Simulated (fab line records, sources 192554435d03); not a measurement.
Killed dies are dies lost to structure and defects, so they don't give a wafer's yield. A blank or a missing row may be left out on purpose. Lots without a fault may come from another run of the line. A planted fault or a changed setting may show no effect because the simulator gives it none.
Chamber matching | flow n5_finfet | N5_FIN_SAQP_ETCH_51 on rie_diel-03: 4 sister chambers
The step etches SiARC in CF4, target depth 45.5 nm, time 75.8 s. 22 wafers are shown with their chamber, then 10 later ones without.

WAFERS WITH THEIR CHAMBER
wafer  | chamber | drypump_motor_current_A (A) | showerhead_plenum_p_Torr (Torr) | throttle_valve_pct (%)
L074.2 | 2       | 5.6                         | 2.07                            | 15.51
L074.3 | 3       | 6.1                         | 2.04                            | 15.46
L074.4 | 0       | 4.9                         | 2.14                            | 15.65
L078.1 | 3       | 6.1                         | 2.04                            | 15.48
L078.5 | 1       | 5.9                         | 2.24                            | 15.93
L080.2 | 0       | 4.9                         | 2.13                            | 15.65
L080.4 | 3       | 6.1                         | 2.04                            | 15.48
L080.6 | 2       | 5.6                         | 2.06                            | 15.55
L083.1 | 2       | 5.6                         | 2.06                            | 15.54
L083.2 | 3       | 6.1                         | 2.03                            | 15.51
L083.6 | 1       | 5.9                         | 2.24                            | 15.95
L086.2 | 3       | 6.1                         | 2.03                            | 15.51
L086.3 | 1       | 5.9                         | 2.24                            | 15.95
L086.4 | 0       | 4.9                         | 2.13                            | 15.69
L088.3 | 3       | 6.1                         | 2.03                            | 15.52
L088.5 | 1       | 6.0                         | 2.24                            | 15.97
L088.6 | 0       | 4.9                         | 2.13                            | 15.71
L090.1 | 0       | 4.9                         | 2.13                            | 15.70
L090.2 | 2       | 5.6                         | 2.06                            | 15.57
L090.6 | 2       | 5.6                         | 2.06                            | 15.57
L091.3 | 2       | 5.6                         | 2.06                            | 15.59
L091.4 | 0       | 4.9                         | 2.12                            | 15.71

SIGNATURES (means of the wafers above)
reading                  | chamber 0 | chamber 1 | chamber 2 | chamber 3 | scatter within a chamber
drypump_motor_current_A  | 4.900     | 5.925     | 5.600     | 6.100     | 0.0204
showerhead_plenum_p_Torr | 2.1300    | 2.2400    | 2.0617    | 2.0350    | 0.00491
throttle_valve_pct       | 15.6850   | 15.9500   | 15.5550   | 15.4933   | 0.0252
Rule: a wafer's distance from a chamber is the root of the sum, over the readings, of the square of ((its reading less the chamber's mean) divided by the reading's scatter). The wafer belongs to the nearest chamber; if the next one is less than 2 further off, it can't be placed. The scatter: the root of (the sum of the squares of (reading less its chamber's mean) over the shown wafers, divided by (wafers less chambers)).

WAFERS WITHOUT THEIR CHAMBER
wafer  | drypump_motor_current_A (A) | showerhead_plenum_p_Torr (Torr) | throttle_valve_pct (%)
L091.5 | 4.9                         | 2.12                            | 15.69
L093.3 | 4.9                         | 2.12                            | 15.72
L093.5 | 6.1                         | 2.03                            | 15.55
L093.6 | 4.9                         | 2.12                            | 15.71
L094.2 | 6.0                         | 2.23                            | 15.99
L094.3 | 5.6                         | 2.06                            | 15.59
L094.6 | 4.9                         | 2.12                            | 15.70
L097.3 | 5.6                         | 2.05                            | 15.60
L097.5 | 5.7                         | 2.05                            | 15.60
L097.6 | 5.9                         | 2.23                            | 16.02

WHICH CHAMBER EACH WENT THROUGH
wafer  | from the rows above | in truth
L091.5 | 0                   | 0
L093.3 | 0                   | 0
L093.5 | 3                   | 3
L093.6 | 0                   | 0
L094.2 | 1                   | 1
L094.3 | 2                   | 2
L094.6 | 0                   | 0
L097.3 | 2                   | 2
L097.5 | 2                   | 2
L097.6 | 1                   | 1
Placed correctly: 10 of 10. Can't be placed from these rows: 0. Placed wrongly: 0.
